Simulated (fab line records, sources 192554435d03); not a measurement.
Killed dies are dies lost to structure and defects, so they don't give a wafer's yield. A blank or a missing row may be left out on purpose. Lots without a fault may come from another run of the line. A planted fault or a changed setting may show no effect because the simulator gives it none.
fab line records | flow n5_finfet
record lots=7 wafers=39
route steps=1938 shown ZERO_LAYER@4 FIN_SAQP@138 MOL_CONTACT_COAG@586 BEOL_M1@751
start_h: hours from the record's first day to the start of the lot's first wafer shown | wait_h: hours since the lot's step before | " the same as in the row above | L1.1+2: a row that stands for several wafers | - no value, or no start given | * or withheld: withheld | < > ~ a bound
route shown NAME@n: a module of which the file shows steps, and the number in the route of the first | usual: mean/standard deviation of fault-free wafers | same: alike in all rows | chamber/n: place in a boat | sites: the reading at each site | _std_site: their standard deviation | _edge_site: outer sites' mean less inner sites' | radius_mm: how far each site lies from the wafer's centre | mask NAME#n: copy n | behind: the tool/chamber that last shaped the wafer | hold: why the lot was held/for how many hours/how that ended | device: the transistor (n, p or np) that didn't switch | end of line: the same wafers' tests at the end of the route | a step without rows: its recipe alone | killed: dies lost to structure and defects at the first sort, not the wafer's yield | map: a wafer's dies, x killed, . not, _ none there
set.NAME: the setting as run; set.NAME@STEP: as run at that earlier step | model.NAME: the simulator's own value behind a step, which no gauge read
lots whose settings were changed on purpose; a table a step, a row a wafer
## steps
# step N5_ZERO_LAYER_PECVD_02
# recipe material=SiO2 target_thk_a=100 temp_c=400 precursor=SiH4/N2O pressure_torr=0.75 rf_w=275 time_s=6
# columns lot.wafer tool chamber start_h wait_h set.time_s model.SiO2_of_ZERO_LAYER_PECVD_02.thk_nm
L077.1 pecvd-02 1 30.28 0.0 6 10.08
L077.2 " 0 " " 4.661 7.835
L077.3 " 2 " " 6 10
L077.4 " 0 " " 6 10.16
L077.5 " 1 " " 4.661 8.014
L077.6 " 2 " " 4.661 8.159
L078.1 pecvd-01 2 36.28 0.0 8.248 13.9
L078.2 " 1 " " 8.248 13.58
L078.3 " 0 " " 6 10.18
L078.4 " 2 " " 8.248 14.03
L078.5 " 0 " " 6 10.19
L078.6 " 1 " " 6 10.06
L079.1 pecvd-02 0 42.28 0.0 3.598 6.214
L079.2 " 1 " " 3.598 6.103
L079.3 " 0 " " 3.598 6.387
L079.4 " 1 " " 6 10.31
L079.5 " 1 " " 6 10.29
L079.6 " 0 " " 6 10.41
L080.1 pecvd-04 0 48.28 0.0 6 9.754
L080.2 " 1 " " 6 9.939
L080.3 " 2 " " 4.413 7.053
L080.4 " 1 " " 6 10.14
L080.5 " 0 " " 4.413 7.213
L080.6 " 2 " " 4.413 7.254
L082.1 pecvd-01 0 60.28 0.0 6 10.05
L082.2 " 1 " " 3.138 4.998
L082.3 " 0 " " 3.138 5.283
L082.4 " 1 " " 6 9.85
L082.5 " 1 " " 3.138 5.091
L082.6 " 0 " " 6 10.02
L086.1 pecvd-04 2 84.28 0.0 4.644 7.716
L086.2 " 1 " " 4.644 7.652
L086.3 " 0 " " 6 9.923
L086.4 " 1 " " 4.644 7.73
L086.5 " 2 " " 6 9.976
L086.6 " 0 " " 6 10.07
L087.2 pecvd-04 1 90.28 0.0 6 9.945
L087.3 " 0 " " 6 9.905
L087.6 " 2 " " 6 10.11
# step N5_FIN_SAQP_SPACER2_ALD_28
# recipe material=SiO2 target_thk_a=81 temp_c=300 ald_precursor_family=BDEAS ald_co_reactant=O2-plasma pulse_time_s=1 purge_time_s=2 co_reactant_purge_time_s=2 pressure_torr=2
# columns lot.wafer tool chamber start_h wait_h set.target_thk_a model.SiO2_of_FIN_SAQP_SPACER2_ALD_28.thk_nm
L077.1+5+6 ald_sin-02 3,1,0 45.05 0.2 81 8
L077.2+3+4 " 1,0,3 " " 34.43 3.4
L078.1 ald_sin-03 0 49.73 0.1 67.01 6.6
L078.2+6 " 3 " " 67.01 6.8
L078.3+4 " 1,2 " " 81 8
L078.5 " 0 " " 81 8.2
L079.1+5+6 ald_sin-04 2,3,2 57.40 1.0 55.75 5.6
L079.2+4 " 0,3 " " 81 8.2
L079.3 " 1 " " 81 8
L080.1 ald_sin-03 1 62.74 0.1 81 8.2
L080.2+3 " 0,2 " " 81 8
L080.4 " 3 " " 37.54 3.6
L080.5+6 " 1,0 " " 37.54 3.8
L082.1+2+4+5+6 ald_sin-04 3,2,0,2,1 74.16 0.1 81 8.2
L082.3 " 1 " " 81 8
L086.1+2+5 ald_sin-02 1,2,1 99.48 1.9 68.62 6.8
L086.3+6 " 0 " " 81 8
L086.4 " 3 " " 81 8.2
L087.2+6 ald_sin-02 1,3 107.66 2.2 81 8.2
L087.3 " 0 " " 81 8
# step N5_FIN_SAQP_SPACER2_ETCHBACK_29
# recipe chemistry=CHF3/O2 mode=anisotropic_etchback target=SiO2 target_depth_a=122 time_s=6.1 pressure_mtorr=30 source_w=650 bias_w=170 Ar_flow_sccm=200 CHF3_flow_sccm=50 O2_flow_sccm=5 ion_energy_ev=200
# step N5_FIN_SAQP_MANDREL2_REMOVE_60
# recipe chemistry=HBr/Cl2/O2 bt_time_s=10 target=a-Si stop_on=SiNx endpoint=OES-SiCl over_etch_frac=1 icp_w=600 bias_w=22 HBr_flow_sccm=150 Cl2_flow_sccm=80 O2_flow_sccm=5 pressure_mtorr=10
# columns lot.wafer tool chamber start_h wait_h set.target_thk_a@FIN_SAQP_SPACER2_ALD_28 model.FIN_SAQP.cd_nm
L077.1 rie_si-04 1 45.46 0.1 81 7.8
L077.2+3 " 0,2 " " 34.43 3.4
L077.4 " 3 " " 34.43 3.6
L077.5+6 " 3,0 " " 81 8
L078.1+6 rie_si-04 2,1 50.14 0.1 67.01 6.6
L078.2 " 1 " " 67.01 6.4
L078.3 " 0 " " 81 8
L078.4+5 " 3,0 " " 81 8.2
L079.1+5 rie_si-04 0 58.09 0.1 55.75 5.6
L079.2 " 3 " " 81 8.4
L079.3 " 1 " " 81 7.8
L079.4 " 2 " " 81 8
L079.6 " 1 " " 55.75 5.4
L080.1 rie_si-03 1 63.15 0.1 81 8.2
L080.2+3 " 0,2 " " 81 8
L080.4+5 " 3 " " 37.54 3.8
L080.6 " 2 " " 37.54 3.6
L082.1+2+4+5+6 rie_si-03 0,1,2,1,2 74.58 0.1 81 8
L082.3 " 3 " " 81 8.2
L086.1 rie_si-03 1 99.89 0.1 68.62 7
L086.2+5 " 0 " " 68.62 6.8
L086.3 " 2 " " 81 8
L086.4+6 " 3,1 " " 81 8.2
L087.2+3+6 rie_si-05 3,1,1 108.38 0.1 81 8
# step N5_FIN_SAQP_CD_MEAS_31
# recipe target_cd_nm=8 landing_energy_ev=1000 detector=se_inlens polarity=line
# usual cd_nm=8.08/0.22
# columns lot.wafer tool chamber start_h wait_h set.target_thk_a@FIN_SAQP_SPACER2_ALD_28 cd_nm
L077.1 cd_sem-01 0 45.57 0.1 81 7.88
L077.2 " 0 " " 34.43 3.28
L077.3 " 0 " " 34.43 3.58
L077.4 " 0 " " 34.43 3.25
L077.5 " 0 " " 81 7.96
L077.6 " 0 " " 81 7.71
L078.1 cd_sem-02 0 50.25 0.1 67.01 6.86
L078.2 " 0 " " 67.01 6.81
L078.3 " 0 " " 81 8.33
L078.4 " 0 " " 81 8.06
L078.5 " 0 " " 81 8.30
L078.6 " 0 " " 67.01 6.33
L079.1 cd_sem-03 0 58.20 0.1 55.75 5.70
L079.2 " 0 " " 81 8.25
L079.3 " 0 " " 81 7.45
L079.4 " 0 " " 81 8.29
L079.5 " 0 " " 55.75 5.58
L079.6 " 0 " " 55.75 5.53
L080.1 cd_sem-03 0 63.26 0.1 81 7.95
L080.2 " 0 " " 81 7.62
L080.3 " 0 " " 81 7.84
L080.4 " 0 " " 37.54 3.67
L080.5 " 0 " " 37.54 3.60
L080.6 " 0 " " 37.54 3.62
L082.1 cd_sem-03 0 74.68 0.1 81 8.33
L082.2 " 0 " " 81 7.69
L082.3 " 0 " " 81 7.94
L082.4 " 0 " " 81 8.12
L082.5 " 0 " " 81 7.91
L082.6 " 0 " " 81 7.63
L086.1 cd_sem-02 0 100.00 0.1 68.62 6.75
L086.2 " 0 " " 68.62 6.71
L086.3 " 0 " " 81 8.05
L086.4 " 0 " " 81 8.27
L086.5 " 0 " " 68.62 6.88
L086.6 " 0 " " 81 8.03
L087.2 cd_sem-01 0 108.50 0.1 81 8.00
L087.3 " 0 " " 81 7.78
L087.6 " 0 " " 81 8.27
# step N5_FIN_SAQP_HM_OPEN_33
# recipe chemistry=CH3F/O2 target=SiNx mask_material=SiO2 target_depth_a=494 time_s=70.6 pressure_mtorr=30 source_w=395 bias_w=73 Ar_flow_sccm=150 CH3F_flow_sccm=30 O2_flow_sccm=20 ion_energy_ev=120 ends=cleared
# step N5_FIN_SAQP_ETCH_34
# recipe chemistry=C4F6/O2 target=SiO2 target_depth_a=450 time_s=15 ion_energy_ev=250 pressure_mtorr=30 source_w=345 bias_w=185 Ar_flow_sccm=300 C4F6_flow_sccm=10 O2_flow_sccm=10 ends=cleared
# step N5_FIN_SAQP_STRIP_77
# recipe chemistry=N2/H2 time_s=90 power_w=100 temp_c=40 pressure_mtorr=100 rf_frequency_hz=6e+07 bias_power_w=3 n2_flow_sccm=300 h2_flow_sccm=300
# step N5_FIN_SAQP_HM_CD_35
# recipe target_cd_nm=8 polarity=line
# usual cd_nm=8.16/0.24
# columns lot.wafer tool chamber start_h wait_h set.target_thk_a@FIN_SAQP_SPACER2_ALD_28 cd_nm
L077.1 cd_sem-02 - 45.84 0.1 81 8.41
L077.2 " - " " 34.43 3.67
L077.3 " - " " 34.43 3.39
L077.4 " - " " 34.43 3.63
L077.5 " - " " 81 8.32
L077.6 " - " " 81 8.27
L078.1 cd_sem-03 - 50.52 0.1 67.01 6.94
L078.2 " - " " 67.01 6.80
L078.3 " - " " 81 7.62
L078.4 " - " " 81 8.39
L078.5 " - " " 81 8.00
L078.6 " - " " 67.01 6.60
L079.1 cd_sem-01 - 58.50 0.1 55.75 5.61
L079.2 " - " " 81 8.05
L079.3 " - " " 81 7.67
L079.4 " - " " 81 8.30
L079.5 " - " " 55.75 5.24
L079.6 " - " " 55.75 5.21
L080.1 cd_sem-02 - 63.53 0.1 81 8.15
L080.2 " - " " 81 8.03
L080.3 " - " " 81 8.01
L080.4 " - " " 37.54 3.63
L080.5 " - " " 37.54 3.51
L080.6 " - " " 37.54 3.76
L082.1 cd_sem-02 - 74.95 0.1 81 8.04
L082.2 " - " " 81 8.12
L082.3 " - " " 81 8.33
L082.4 " - " " 81 8.12
L082.5 " - " " 81 7.98
L082.6 " - " " 81 8.27
L086.1 cd_sem-03 - 100.26 0.1 68.62 6.94
L086.2 " - " " 68.62 6.70
L086.3 " - " " 81 7.99
L086.4 " - " " 81 8.16
L086.5 " - " " 68.62 6.90
L086.6 " - " " 81 8.14
L087.2 cd_sem-02 - 108.77 0.1 81 8.59
L087.3 " - " " 81 8.06
L087.6 " - " " 81 8.09
# step N5_FIN_SAQP_ETCH_64
# recipe chemistry=CF4 target=SiO2 target_depth_a=15 ion_energy_ev=350 pressure_mtorr=10 icp_w=800 bias_w=400 cf4_flow_sccm=80
# columns lot.wafer tool chamber start_h wait_h set.target_thk_a@FIN_SAQP_SPACER2_ALD_28 model.FIN_SAQP.cd_nm
L077.1 rie_si-05 2 45.89 0.0 81 7.8
L077.2+3 " 0,1 " " 34.43 3.4
L077.4 " 3 " " 34.43 3.6
L077.5 " 3 " " 81 8.2
L077.6 " 0 " " 81 8
L078.1 rie_si-05 1 50.57 0.0 67.01 6.6
L078.2 " 2 " " 67.01 6.4
L078.3+4+5 " 3,0,0 " " 81 8.2
L078.6 " 3 " " 67.01 6.8
L079.1 rie_si-05 0 58.55 0.0 55.75 5.6
L079.2 " 2 " " 81 8.2
L079.3 " 1 " " 81 7.8
L079.4 " 3 " " 81 8
L079.5 " 0 " " 55.75 5.4
L079.6 " 1 " " 55.75 5.2
L080.1 rie_si-04 1 63.58 0.0 81 8.2
L080.2 " 3 " " 81 7.8
L080.3 " 2 " " 81 8
L080.4 " 0 " " 37.54 3.8
L080.5+6 " 3,0 " " 37.54 3.6
L082.1+2 rie_si-04 2,1 75.00 0.0 81 8
L082.3+4+5+6 " 3,0,1,0 " " 81 8.2
L086.1+2+5 rie_si-04 2,1,1 100.31 0.0 68.62 6.8
L086.3+6 " 3 " " 81 8
L086.4 " 2 " " 81 8.2
L087.2+6 rie_si-03 1,3 108.82 0.0 81 8.2
L087.3 " 2 " " 81 8
# step N5_FIN_SAQP_FIN_ETCH_36
# recipe chemistry=HBr/Cl2/O2 target_depth_a=1200 mask_material=SiNx time_s=50.4 bias_w=102 pressure_mtorr=10 icp_w=800 HBr_flow_sccm=150 Cl2_flow_sccm=80 O2_flow_sccm=12
# columns lot.wafer tool chamber start_h wait_h set.target_thk_a@FIN_SAQP_SPACER2_ALD_28 model.FIN_SAQP.cd_nm
L077.1 rie_si-05 2 45.91 0.0 81 7.8
L077.2 " 0 " " 34.43 3.4
L077.3+4 " 1,3 " " 34.43 3.6
L077.5 " 3 " " 81 8.2
L077.6 " 0 " " 81 8
L078.1+6 rie_si-05 1,3 50.59 0.0 67.01 6.8
L078.2 " 2 " " 67.01 6.6
L078.3+4+5 " 3,0,0 " " 81 8.2
L079.1 rie_si-05 0 58.57 0.0 55.75 5.6
L079.2 " 2 " " 81 8.2
L079.3 " 1 " " 81 7.8
L079.4 " 3 " " 81 8
L079.5+6 " 0,1 " " 55.75 5.4
L080.1+3 rie_si-04 1,2 63.60 0.0 81 8
L080.2 " 3 " " 81 7.8
L080.4+6 " 0 " " 37.54 3.8
L080.5 " 3 " " 37.54 3.6
L082.1+3 rie_si-04 2,3 75.02 0.0 81 8
L082.2 " 1 " " 81 7.8
L082.4+5+6 " 0,1,0 " " 81 8.2
L086.1+2+5 rie_si-04 2,1,1 100.33 0.0 68.62 6.8
L086.3+6 " 3 " " 81 8
L086.4 " 2 " " 81 8.2
L087.2+6 rie_si-03 1,3 108.84 0.0 81 8.2
L087.3 " 2 " " 81 8
# step N5_FIN_SAQP_CD_MEAS_37
# recipe target_cd_nm=8 polarity=line
# usual cd_nm=8.15/0.26
# columns lot.wafer tool chamber start_h wait_h set.target_thk_a@FIN_SAQP_SPACER2_ALD_28 cd_nm
L077.1 cd_sem-02 - 46.02 0.1 81 7.66
L077.2 " - " " 34.43 4.03
L077.3 " - " " 34.43 3.55
L077.4 " - " " 34.43 3.87
L077.5 " - " " 81 8.29
L077.6 " - " " 81 8.38
L078.1 cd_sem-03 - 50.71 0.1 67.01 6.69
L078.2 " - " " 67.01 6.49
L078.3 " - " " 81 8.46
L078.4 " - " " 81 8.03
L078.5 " - " " 81 8.29
L078.6 " - " " 67.01 6.84
L079.1 cd_sem-01 - 58.68 0.1 55.75 5.58
L079.2 " - " " 81 8.05
L079.3 " - " " 81 8.10
L079.4 " - " " 81 8.07
L079.5 " - " " 55.75 5.57
L079.6 " - " " 55.75 5.67
L080.1 cd_sem-03 - 63.72 0.1 81 8.15
L080.2 " - " " 81 7.88
L080.3 " - " " 81 7.73
L080.4 " - " " 37.54 4.04
L080.5 " - " " 37.54 3.74
L080.6 " - " " 37.54 3.88
L082.1 cd_sem-01 - 75.14 0.1 81 8.10
L082.2 " - " " 81 7.69
L082.3 " - " " 81 8.17
L082.4 " - " " 81 7.82
L082.5 " - " " 81 8.46
L082.6 " - " " 81 8.36
L086.1 cd_sem-01 - 100.45 0.1 68.62 6.46
L086.2 " - " " 68.62 6.76
L086.3 " - " " 81 8.24
L086.4 " - " " 81 7.98
L086.5 " - " " 68.62 6.58
L086.6 " - " " 81 8.08
L087.2 cd_sem-03 - 108.96 0.1 81 8.28
L087.3 " - " " 81 8.06
L087.6 " - " " 81 8.11
# step N5_MOL_CONTACT_COAG_VIA_ETCH_46
# recipe chemistry=C4F6/O2 target_depth_a=460 overetch_a=92 mask_material=SOC target=SiO2 bias_w=455 pressure_mtorr=10 time_s=40 source_w=325 Ar_flow_sccm=300 C4F6_flow_sccm=10 O2_flow_sccm=10 ion_energy_ev=575.3 ends=end_point
# columns lot.wafer tool chamber start_h wait_h set.target_depth_a model.SOC_of_MOL_CONTACT_COAG_COAT_75.thk_nm
L077.1+6 rie_diel-02 3,1 122.04 0.0 460 50.8
L077.2 " 0 " " 614.2 49.2
L077.3 " 1 " " 460 51
L077.4 " 2 " " 614.2 48.8
L077.5 " 2 " " 614.2 49
L078.1+4 rie_diel-01 0,3 132.91 0.0 460 50.8
L078.2+3+6 " 2,1,2 " " 460 50.6
L078.5 " 1 " " 460 50.4
L079.1 rie_diel-02 2 134.05 0.0 370.3 51.8
L079.2+5 " 1,3 " " 460 50.8
L079.3+6 " 3,0 " " 370.3 52
L079.4 " 0 " " 460 50.6
L080.1+5 rie_diel-01 1 137.30 0.0 568.6 49.2
L080.2 " 0 " " 568.6 49.6
L080.3+6 " 2 " " 460 50.8
L080.4 " 3 " " 460 51
L082.1+2+4+5+6 rie_diel-02 0,3,2,0,1 146.03 0.0 460 51
L082.3 " 1 " " 460 50.8
L086.1 rie_diel-01 2 170.93 0.0 336.4 52
L086.2+3 " 1,0 " " 460 50.6
L086.4+5 " 3,2 " " 336.4 52.2
L086.6 " 3 " " 460 50.8
L087.2+6 rie_diel-02 3,0 178.35 0.0 460 50.8
L087.3 " 2 " " 460 50.6
# step N5_BEOL_M1_ILD_DEP_00
# recipe material=SiOC target_thk_a=790 temp_c=350 precursor=DEMS/O2 pressure_torr=5 rf_w=500 time_s=15.3
# columns lot.wafer tool chamber start_h wait_h set.target_thk_a model.SiOC_of_BEOL_M1_ILD_DEP_00.thk_nm
L077.1 pecvd-01 1 139.92 0.0 1126 112.8
L077.2 " 2 " " 790 79.8
L077.3 " 0 " " 1126 110.8
L077.4 " 1 " " 790 80.8
L077.5 " 2 " " 1126 113.4
L077.6 " 0 " " 790 79.2
L078.1 pecvd-03 0 151.58 0.0 954.1 94.4
L078.2 " 2 " " 790 77.4
L078.3 " 2 " " 790 79.6
L078.4+6 " 0,2 " " 954.1 95.8
L078.5 " 0 " " 790 78.2
L079.1 pecvd-03 1 156.19 0.0 1253 124.4
L079.2 " 2 " " 790 77.2
L079.3 " 0 " " 790 77.6
L079.4 " 0 " " 1253 125.4
L079.5 " 1 " " 790 80.2
L079.6 " 2 " " 1253 125.2
L080.1 pecvd-03 2 159.54 0.0 790 78.6
L080.2 " 0 " " 790 78.8
L080.3 " 1 " " 790 80.6
L080.4+5 " 0,2 " " 790 80.2
L080.6 " 1 " " 790 81.2
L082.1 pecvd-01 0 166.75 0.0 1147 112.2
L082.2 " 2 " " 1147 112.4
L082.3+6 " 1,2 " " 790 79
L082.4 " 0 " " 790 78.2
L082.5 " 1 " " 1147 115.2
L086.1 pecvd-04 2 195.35 0.0 383.9 38.2
L086.2+5 " 1,0 " " 790 78
L086.3 " 0 " " 383.9 37.6
L086.4 " 1 " " 383.9 37.8
L086.6 " 2 " " 790 78.8
L087.2 pecvd-03 2 199.10 0.0 790 77.8
L087.3 " 0 " " 790 78.2
L087.6 " 1 " " 790 80.8
# step N5_BEOL_M1_THK_MEAS_01
# recipe reads=SiOC_of_BEOL_M1_ILD_DEP_00
# usual M1_ILD_THK=79.0/0.98
# columns lot.wafer tool chamber start_h wait_h set.target_thk_a@BEOL_M1_ILD_DEP_00 M1_ILD_THK[nm]
L077.1 film_metro-01 - 139.99 0.0 1126 112.7
L077.2 " - " " 790 79.8
L077.3 " - " " 1126 110.8
L077.4 " - " " 790 80.7
L077.5 " - " " 1126 113.4
L077.6 " - " " 790 79.3
L078.1 film_metro-01 - 151.67 0.1 954.1 94.4
L078.2 " - " " 790 77.5
L078.3 " - " " 790 79.5
L078.4 " - " " 954.1 95.7
L078.5 " - " " 790 78.3
L078.6 " - " " 954.1 95.9
L079.1 film_metro-01 - 156.25 0.0 1253 124.4
L079.2 " - " " 790 77.1
L079.3 " - " " 790 77.7
L079.4 " - " " 1253 125.3
L079.5 " - " " 790 80.1
L079.6 " - " " 1253 125.2
L080.1 film_metro-02 - 159.61 0.0 790 78.6
L080.2 " - " " 790 78.7
L080.3 " - " " 790 80.6
L080.4 " - " " 790 80.2
L080.5 " - " " 790 80.1
L080.6 " - " " 790 81.1
L082.1 film_metro-02 - 166.82 0.0 1147 112.1
L082.2 " - " " 1147 112.3
L082.3 " - " " 790 79.0
L082.4 " - " " 790 78.2
L082.5 " - " " 1147 115.1
L082.6 " - " " 790 79.0
L086.1 film_metro-02 - 195.41 0.0 383.9 38.2
L086.2 " - " " 790 78.1
L086.3 " - " " 383.9 37.5
L086.4 " - " " 383.9 37.8
L086.5 " - " " 790 78.1
L086.6 " - " " 790 78.7
L087.2 film_metro-02 - 199.17 0.1 790 77.7
L087.3 " - " " 790 78.2
L087.6 " - " " 790 80.8
## key
split step=N5_ZERO_LAYER_PECVD_02 setting=time_s stated=6 by=wafer
response step=N5_ZERO_LAYER_PECVD_02 reading=model.SiO2_of_ZERO_LAYER_PECVD_02.thk_nm change=+0.101 per=1% r=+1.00
split step=N5_FIN_SAQP_SPACER2_ALD_28 setting=target_thk_a stated=81 by=wafer
response step=N5_FIN_SAQP_SPACER2_ALD_28 reading=model.SiO2_of_FIN_SAQP_SPACER2_ALD_28.thk_nm change=+0.0804 per=1% r=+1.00
response step=N5_FIN_SAQP_MANDREL2_REMOVE_60 reading=model.FIN_SAQP.cd_nm change=+0.08 per=1% r=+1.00
response step=N5_FIN_SAQP_CD_MEAS_31 reading=cd_nm change=+0.0785 per=1% r=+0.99
response step=N5_FIN_SAQP_HM_CD_35 reading=cd_nm change=+0.0826 per=1% r=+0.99
response step=N5_FIN_SAQP_ETCH_64 reading=model.FIN_SAQP.cd_nm change=+0.0808 per=1% r=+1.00
response step=N5_FIN_SAQP_FIN_ETCH_36 reading=model.FIN_SAQP.cd_nm change=+0.0788 per=1% r=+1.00
response step=N5_FIN_SAQP_CD_MEAS_37 reading=cd_nm change=+0.0768 per=1% r=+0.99
split step=N5_MOL_CONTACT_COAG_VIA_ETCH_46 setting=target_depth_a stated=460 by=wafer
response step=N5_MOL_CONTACT_COAG_VIA_ETCH_46 reading=model.SOC_of_MOL_CONTACT_COAG_COAT_75.thk_nm change=-0.0581 per=1% r=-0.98
split step=N5_BEOL_M1_ILD_DEP_00 setting=target_thk_a stated=790 by=wafer
response step=N5_BEOL_M1_ILD_DEP_00 reading=model.SiOC_of_BEOL_M1_ILD_DEP_00.thk_nm change=+0.782 per=1% r=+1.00
response step=N5_BEOL_M1_THK_MEAS_01 reading=M1_ILD_THK change=+0.782 per=1% r=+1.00
